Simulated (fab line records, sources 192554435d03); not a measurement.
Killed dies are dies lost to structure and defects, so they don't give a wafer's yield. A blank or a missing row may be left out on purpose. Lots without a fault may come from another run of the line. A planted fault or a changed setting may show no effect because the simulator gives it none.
Which tool did it? | flow n5_finfet | 11 lots, 33 wafers sampled, at 5 steps of a route of 1938

WHAT THE GAUGES READ, wafer by wafer
N5_BEOL_M9_THK_MEAS_01.
lot  | measured     | on            | M9_ILD_THK (nm)
L429 | day 11 01:34 | film_metro-02 | 266 270 270
L431 | day 11 02:50 | film_metro-02 | 262 265 269
L428 | day 11 03:19 | film_metro-02 | 264 264 272
L432 | day 12 03:53 | film_metro-01 | 270 270 268
L433 | day 12 06:51 | film_metro-01 | 264 267 270
L438 | day 14 16:52 | film_metro-02 | 265 269 270
L435 | day 15 08:21 | film_metro-01 | 260 269 265
L445 | day 16 10:41 | film_metro-01 | 227 229 270
L444 | day 16 12:31 | film_metro-02 | 270 266 271
L446 | day 16 17:48 | film_metro-01 | 268 268 269
L447 | day 17 06:35 | film_metro-01 | 273 274 271

N5_BEOL_M9_CD_MEAS_11: target cd 64.1 nm.
lot  | measured     | on        | cd_nm (nm)
L429 | day 11 02:13 | cd_sem-03 | 64.0 64.2 63.4
L431 | day 11 03:25 | cd_sem-02 | 64.0 64.2 64.3
L428 | day 11 03:53 | cd_sem-02 | 64.8 64.6 64.2
L432 | day 12 04:43 | cd_sem-01 | 64.1 63.6 63.7
L433 | day 12 07:31 | cd_sem-02 | 64.3 63.5 63.8
L438 | day 14 19:15 | cd_sem-03 | 64.1 63.9 64.6
L435 | day 15 09:42 | cd_sem-02 | 64.0 64.3 63.9
L445 | day 16 11:23 | cd_sem-01 | 64.0 63.7 63.2
L444 | day 16 13:58 | cd_sem-01 | 64.0 64.6 64.6
L446 | day 16 19:12 | cd_sem-01 | 64.3 64.3 63.8
L447 | day 17 07:52 | cd_sem-03 | 63.5 63.6 64.3

WHICH TOOL RAN EACH LOT (tool, then ch and the chambers of the sampled wafers, then the start)
lot  | N5_BEOL_M8_ANNEAL_51             | N5_BEOL_M9_ILD_DEP_00           | N5_BEOL_M9_HM_DEP_02
L429 | rtp_anneal-01 ch 0, day 10 23:09 | pecvd-02 ch 1,2, day 10 23:54   | pvd_sputter-03, day 11 01:44
L431 | rtp_anneal-02 ch 0, day 11 00:12 | pecvd-02 ch 0,2, day 11 00:59   | pvd_sputter-03, day 11 02:55
L428 | rtp_anneal-02 ch 0, day 11 01:15 | pecvd-02 ch 0,1, day 11 02:02   | pvd_sputter-03, day 11 03:31
L432 | rtp_anneal-01 ch 0, day 12 02:14 | pecvd-01 ch 0,1, day 12 03:18   | pvd_sputter-03, day 12 04:14
L433 | rtp_anneal-02 ch 0, day 12 05:31 | pecvd-01 ch 0,1, day 12 06:16   | pvd_sputter-03, day 12 07:01
L438 | rtp_anneal-01 ch 0, day 14 15:32 | pecvd-02 ch 0,1, day 14 16:17   | pvd_sputter-03, day 14 18:53
L435 | rtp_anneal-02 ch 0, day 15 06:35 | pecvd-02 ch 0,2, day 15 07:17   | pvd_sputter-01, day 15 09:12
L445 | rtp_anneal-02 ch 0, day 16 09:23 | pecvd-02 ch 0,2, day 16 10:05   | pvd_sputter-01, day 16 10:53
L444 | rtp_anneal-02 ch 0, day 16 10:38 | pecvd-01 ch 0,1, day 16 11:26   | pvd_sputter-01, day 16 13:36
L446 | rtp_anneal-02 ch 0, day 16 15:37 | pecvd-01 ch 0,1,2, day 16 16:26 | pvd_sputter-02, day 16 18:43
L447 | rtp_anneal-01 ch 0, day 17 05:09 | pecvd-01 ch 0,1,2, day 17 05:51 | pvd_sputter-03, day 17 07:29
- N5_BEOL_M8_ANNEAL_51: time 90 s.
- N5_BEOL_M9_ILD_DEP_00: deposits SiCOH lowk from DEMS/porogen, target thk 308.51 nm, time 58 s.
- N5_BEOL_M9_HM_DEP_02: deposits TiN, target thk 20 nm.

WHAT THE TOOLS THEMSELVES READ (means of the sampled wafers that have a number; where no wafer has one, the mark that the record gives instead)
N5_BEOL_M8_ANNEAL_51.
lot  | tool          | wafer_temp_C_max
L429 | rtp_anneal-01 | 226.1
L431 | rtp_anneal-02 | 226.2
L428 | rtp_anneal-02 | 226.5
L432 | rtp_anneal-01 | 225.8
L433 | rtp_anneal-02 | 226.2
L438 | rtp_anneal-01 | 225.9
L435 | rtp_anneal-02 | 226.4
L445 | rtp_anneal-02 | 226.4
L444 | rtp_anneal-02 | 226.5
L446 | rtp_anneal-02 | 226.3
L447 | rtp_anneal-01 | 225.8

N5_BEOL_M9_ILD_DEP_00.
lot  | tool     | heater_power_w (W) | run_length_s (s) | showerhead_plenum_p_Torr (Torr) | showerhead_vpp_V (V) | throttle_valve_pct (%)
L429 | pecvd-02 | 355                | 101.1            | 5.763                           | 1465                 | 13.7
L431 | pecvd-02 | 356                | 101.1            | 5.743                           | 1496                 | 13.8
L428 | pecvd-02 | 281                | 101.1            | 5.751                           | 1481                 | 15.0
L432 | pecvd-01 | 362                | 101.6            | 5.749                           | 1417                 | 14.5
L433 | pecvd-01 | 344                | 101.5            | 5.750                           | 1428                 | 14.0
L438 | pecvd-02 | 297                | 100.9            | 5.740                           | 1511                 | 14.7
L435 | pecvd-02 | 328                | 100.9            | 5.727                           | 1536                 | 14.2
L445 | pecvd-02 | 321                | 95.7             | 5.723                           | 1547                 | 14.3
L444 | pecvd-01 | 340                | 101.2            | 5.764                           | 1416                 | 14.7
L446 | pecvd-01 | 327                | 100.9            | 5.756                           | 1411                 | 13.9
L447 | pecvd-01 | 337                | 101.1            | 5.758                           | 1425                 | 13.9

N5_BEOL_M9_HM_DEP_02.
lot  | tool           | throttle_valve_pct (%)
L429 | pvd_sputter-03 | 30.2
L431 | pvd_sputter-03 | 30.1
L428 | pvd_sputter-03 | 29.8
L432 | pvd_sputter-03 | 30.4
L433 | pvd_sputter-03 | 30.8
L438 | pvd_sputter-03 | 30.1
L435 | pvd_sputter-01 | 29.9
L445 | pvd_sputter-01 | 29.1
L444 | pvd_sputter-01 | 30.4
L446 | pvd_sputter-02 | 29.9
L447 | pvd_sputter-03 | 30.7

THE ANSWER, worked out from the rows above alone
Rule: what is usual is taken from the lots themselves. Put in order of their means at a reading, lots are off if they are a third of the lots or fewer, leave a main group of 4 or more, and stand apart from it by a gap of 3 or more times the standard deviation of the main group's means; of several such gaps the widest counts. A main group whose means are all the same, to the digits that the tables above print for the reading, isn't used. A lot without any number at a reading at which 4 lots or more have one is off too. The other lots that the step has rows for count as sound. The gauges are gone through in route order, then the tools' own readings, and for those a lot's mean is taken as printed above. The first step at which some lot is off is used, and at that step the reading that is off furthest; a lot without a number counts as furthest.
Off: L445, at N5_BEOL_M9_THK_MEAS_01 (M9_ILD_THK). The main group: mean 268 nm, standard deviation 2.1.
A tool fits if, at a process step before that reading, it ran every lot that is off, and no sound lot after the first of them. The gauges at N5_BEOL_M9_THK_MEAS_01 aren't tried: what is off there is off at N5_BEOL_M9_ILD_DEP_00 too, on other tools, and a gauge's error can't cause that. One fits: pecvd-02 at N5_BEOL_M9_ILD_DEP_00. Its last sound lot is L435 (day 15 07:17), its first lot that is off L445 (day 16 10:05): a fault that began between those two fits.
The tool's own readings at N5_BEOL_M9_ILD_DEP_00 bear it out: on the lots that are off they differ by more than 5 times the standard deviation of the sound lots' means. run_length_s reads 95.7 s there against 101.1 s on the sound lots.

WHAT THE SIMULATOR HAD PUT IN
Process parameter drift: pecvd-02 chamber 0, from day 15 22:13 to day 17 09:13, at N5_BEOL_M9_ILD_DEP_00. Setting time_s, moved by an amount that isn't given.
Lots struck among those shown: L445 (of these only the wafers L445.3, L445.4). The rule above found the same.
